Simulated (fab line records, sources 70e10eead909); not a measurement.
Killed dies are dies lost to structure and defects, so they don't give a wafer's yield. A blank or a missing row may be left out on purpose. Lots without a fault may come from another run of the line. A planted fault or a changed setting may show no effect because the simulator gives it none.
Chamber matching | flow nand_harc | NHARC_P_STI_DESCUM_14 on rie_diel-06: 4 sister chambers
The step chemistry O2, time 3 s. 8 wafers are shown with their chamber, then 9 later ones without.

WAFERS WITH THEIR CHAMBER
wafer  | chamber | drypump_motor_current_A (A) | rf_vpp_V (V)
L076.3 | 1       | 5.6                         | 59.5
L078.3 | 3       | 5.7                         | 57.6
L078.5 | 3       | 5.8                         | 56.4
L081.1 | 2       | 5.0                         | 57.6
L081.2 | 1       | 5.7                         | 59.9
L082.1 | 0       | 5.3                         | 57.1
L082.4 | 2       | 5.0                         | 57.9
L082.6 | 0       | 5.3                         | 58.6

WAFERS WITHOUT THEIR CHAMBER
wafer  | drypump_motor_current_A (A) | rf_vpp_V (V)
L087.2 | 5.0                         | 59.4
L087.3 | 5.3                         | 58.3
L087.4 | 5.8                         | 56.8
L089.1 | 5.7                         | 58.6
L089.3 | 5.3                         | 58.4
L089.4 | 5.0                         | 59.6
L091.1 | 5.3                         | 57.3
L091.3 | 5.6                         | 58.6
L091.4 | 5.6                         | 57.1

WHICH CHAMBER EACH WENT THROUGH
wafer  | from the rows above     | in truth
L087.2 | 2                       | 2
L087.3 | 0                       | 0
L087.4 | 3                       | 3
L089.1 | can't be placed: 1 or 3 | 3
L089.3 | 0                       | 0
L089.4 | 2                       | 2
L091.1 | 0                       | 0
L091.3 | can't be placed: 1 or 3 | 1
L091.4 | can't be placed: 3 or 1 | 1
Placed correctly: 6 of 9. Can't be placed from these rows: 3 (the true chamber is among the candidates in 3). Placed wrongly: 0.
How it was worked out, from the rows above alone: a wafer's distance from a chamber is the root of the sum, over the readings, of the square of ((its reading less the chamber's mean) divided by the reading's scatter). The wafer belongs to the nearest chamber; if the next one is less than 2 further off, it can't be placed. A chamber's mean is the mean of its shown wafers. The scatter: the root of (the sum of the squares of (reading less its chamber's mean) over the shown wafers, divided by (wafers less chambers)).
